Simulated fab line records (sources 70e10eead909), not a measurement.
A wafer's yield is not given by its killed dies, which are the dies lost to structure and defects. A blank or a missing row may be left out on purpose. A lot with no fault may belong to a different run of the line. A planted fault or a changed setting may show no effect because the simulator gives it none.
Matching of chambers + flow nand-harc + NHARC_A_ZERO_WELL_ETCH_19 on rie-diel-02: 4 sister chambers
The step etches the open film in N2/H2, target depth 80 nm, overetch 24 nm, time 87.88 s. 20 wafers are shown with their chamber, then 10 later ones without.

## WAFERS, EACH WITH ITS CHAMBER
| wafer  | chamber | showerhead-plenum-p-Torr (Torr) | drypump-motor-current-A (A) | rf-vpp-V (V) |
|--------|---------|---------------------------------|-----------------------------|--------------|
| L128.1 | 1       | 2.15                            | 6.8                         | 433.9        |
| L128.4 | 2       | 1.97                            | 5.2                         | 428.5        |
| L128.6 | 2       | 1.97                            | 5.2                         | 429.2        |
| L129.3 | 2       | 1.97                            | 5.2                         | 428.9        |
| L129.4 | 3       | 1.92                            | 5.6                         | 427.7        |
| L129.5 | 2       | 1.97                            | 5.2                         | 429.1        |
| L130.3 | 3       | 1.92                            | 5.6                         | 427.4        |
| L130.5 | 0       | 2.09                            | 6.0                         | 432.3        |
| L130.6 | 1       | 2.15                            | 6.8                         | 433.1        |
| L133.3 | 0       | 2.09                            | 6.0                         | 430.9        |
| L133.4 | 3       | 1.92                            | 5.5                         | 428.6        |
| L133.5 | 3       | 1.92                            | 5.6                         | 427.8        |
| L134.1 | 3       | 1.92                            | 5.6                         | 426.9        |
| L134.5 | 3       | 1.92                            | 5.5                         | 426.9        |
| L134.6 | 2       | 1.97                            | 5.2                         | 429.1        |
| L138.2 | 1       | 2.15                            | 6.8                         | 433.5        |
| L138.3 | 2       | 1.96                            | 5.2                         | 429.0        |
| L138.5 | 2       | 1.97                            | 5.2                         | 428.7        |
| L139.1 | 3       | 1.92                            | 5.6                         | 427.5        |
| L139.3 | 0       | 2.09                            | 6.0                         | 431.4        |

SIGNATURES (averages over the wafers above)
| reading                  | chamber 0 | chamber 1 | chamber 2 | chamber 3 | scatter within a chamber |
|--------------------------|-----------|-----------|-----------|-----------|--------------------------|
| showerhead-plenum-p-Torr | 2.0900    | 2.1500    | 1.9686    | 1.9200    | 0.00231                  |
| drypump-motor-current-A  | 6.000     | 6.800     | 5.200     | 5.571     | 0.0299                   |
| rf-vpp-V                 | 431.533   | 433.500   | 428.929   | 427.543   | 0.485                    |
Rule: for a wafer and a chamber, the distance is found by dividing, reading by reading, the gap between the wafer's reading and the chamber's mean by the reading's scatter, squaring, summing and taking the root. The wafer belongs to the nearest chamber; if the next one is less than 2 further off, it can't be placed. The scatter is the square root of a quotient: the sum, over the shown wafers, of each reading's squared deviation from its chamber's mean, divided by wafers minus chambers.

## WAFERS WITH NO CHAMBER GIVEN
| wafer  | showerhead-plenum-p-Torr (Torr) | drypump-motor-current-A (A) | rf-vpp-V (V) |
|--------|---------------------------------|-----------------------------|--------------|
| L139.4 | 1.92                            | 5.5                         | 428.3        |
| L147.1 | 1.92                            | 5.6                         | 425.7        |
| L147.4 | 1.96                            | 5.2                         | 428.5        |
| L147.5 | 1.92                            | 5.6                         | 426.6        |
| L148.1 | 2.09                            | 6.0                         | 430.7        |
| L148.4 | 2.15                            | 6.8                         | 434.7        |
| L148.6 | 2.15                            | 6.8                         | 433.3        |
| L151.1 | 1.96                            | 5.2                         | 428.0        |
| L151.4 | 1.96                            | 5.2                         | 429.2        |
| L151.5 | 1.92                            | 5.6                         | 427.3        |

## WHICH CHAMBER EACH WENT THROUGH
| wafer  | from the rows above | in truth |
|--------|---------------------|----------|
| L139.4 | 3                   | 3        |
| L147.1 | 3                   | 3        |
| L147.4 | 2                   | 2        |
| L147.5 | 3                   | 3        |
| L148.1 | 0                   | 0        |
| L148.4 | 1                   | 1        |
| L148.6 | 1                   | 1        |
| L151.1 | 2                   | 2        |
| L151.4 | 2                   | 2        |
| L151.5 | 3                   | 3        |
Correctly placed: 10 of 10. Not placeable from these rows: 0. 0 placed wrongly.
